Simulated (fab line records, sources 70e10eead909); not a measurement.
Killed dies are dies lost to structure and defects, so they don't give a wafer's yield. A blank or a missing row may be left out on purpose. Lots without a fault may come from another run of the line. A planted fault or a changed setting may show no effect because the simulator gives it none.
Chamber matching | flow nand_harc | NHARC_A_BLC_STRIP_21 on rie_diel-09: 4 sister chambers
The step strips in O2. 20 wafers are shown with their chamber, then 10 later ones without.

WAFERS WITH THEIR CHAMBER
wafer  | chamber | showerhead_plenum_p_Torr (Torr) | drypump_motor_current_A (A) | oes_product_au (a.u.)
L075.1 | 1       | 3.46                            | 5.1                         | 1.010
L075.2 | 0       | 3.61                            | 5.4                         | 1.002
L075.3 | 3       | 3.63                            | 5.7                         | 0.990
L076.1 | 1       | 3.46                            | 5.1                         | 1.001
L076.3 | 3       | 3.63                            | 5.7                         | 0.996
L076.5 | 3       | 3.63                            | 5.7                         | 0.986
L074.3 | 1       | 3.46                            | 5.2                         | 1.000
L074.4 | 0       | 3.61                            | 5.4                         | 0.995
L074.5 | 2       | 3.46                            | 5.2                         | 0.988
L078.1 | 1       | 3.46                            | 5.2                         | 1.003
L078.2 | 2       | 3.46                            | 5.3                         | 0.992
L078.5 | 1       | 3.46                            | 5.2                         | 0.998
L080.3 | 3       | 3.63                            | 5.7                         | 0.996
L080.5 | 2       | 3.45                            | 5.3                         | 1.006
L080.6 | 3       | 3.63                            | 5.7                         | 0.998
L082.2 | 1       | 3.46                            | 5.2                         | 0.994
L082.3 | 3       | 3.63                            | 5.7                         | 0.997
L082.4 | 0       | 3.61                            | 5.4                         | 0.999
L089.1 | 3       | 3.62                            | 5.6                         | 1.000
L089.4 | 0       | 3.61                            | 5.4                         | 0.995

SIGNATURES (means of the wafers above)
reading                  | chamber 0 | chamber 1 | chamber 2 | chamber 3 | scatter within a chamber
showerhead_plenum_p_Torr | 3.6100    | 3.4600    | 3.4567    | 3.6286    | 0.00309
drypump_motor_current_A  | 5.400     | 5.167     | 5.267     | 5.686     | 0.0423
oes_product_au           | 0.99775   | 1.00100   | 0.99533   | 0.99471   | 0.00561
Rule: a wafer's distance from a chamber is the root of the sum, over the readings, of the square of ((its reading less the chamber's mean) divided by the reading's scatter). The wafer belongs to the nearest chamber; if the next one is less than 2 further off, it can't be placed. The scatter: the root of (the sum of the squares of (reading less its chamber's mean) over the shown wafers, divided by (wafers less chambers)).

WAFERS WITHOUT THEIR CHAMBER
wafer  | showerhead_plenum_p_Torr (Torr) | drypump_motor_current_A (A) | oes_product_au (a.u.)
L089.5 | 3.45                            | 5.3                         | 0.993
L093.2 | 3.46                            | 5.1                         | 0.998
L093.5 | 3.46                            | 5.1                         | 0.991
L093.6 | 3.61                            | 5.5                         | 0.997
L092.1 | 3.46                            | 5.2                         | 0.982
L092.2 | 3.61                            | 5.4                         | 0.995
L092.5 | 3.62                            | 5.7                         | 1.005
L094.1 | 3.60                            | 5.4                         | 0.994
L094.2 | 3.62                            | 5.7                         | 0.997
L094.6 | 3.62                            | 5.7                         | 0.998

WHICH CHAMBER EACH WENT THROUGH
wafer  | from the rows above     | in truth
L089.5 | 2                       | 2
L093.2 | 1                       | 1
L093.5 | can't be placed: 1 or 2 | 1
L093.6 | 0                       | 0
L092.1 | can't be placed: 2 or 1 | 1
L092.2 | 0                       | 0
L092.5 | 3                       | 3
L094.1 | 0                       | 0
L094.2 | 3                       | 3
L094.6 | 3                       | 3
Placed correctly: 8 of 10. Can't be placed from these rows: 2 (the true chamber is among the candidates in 2). Placed wrongly: 0.
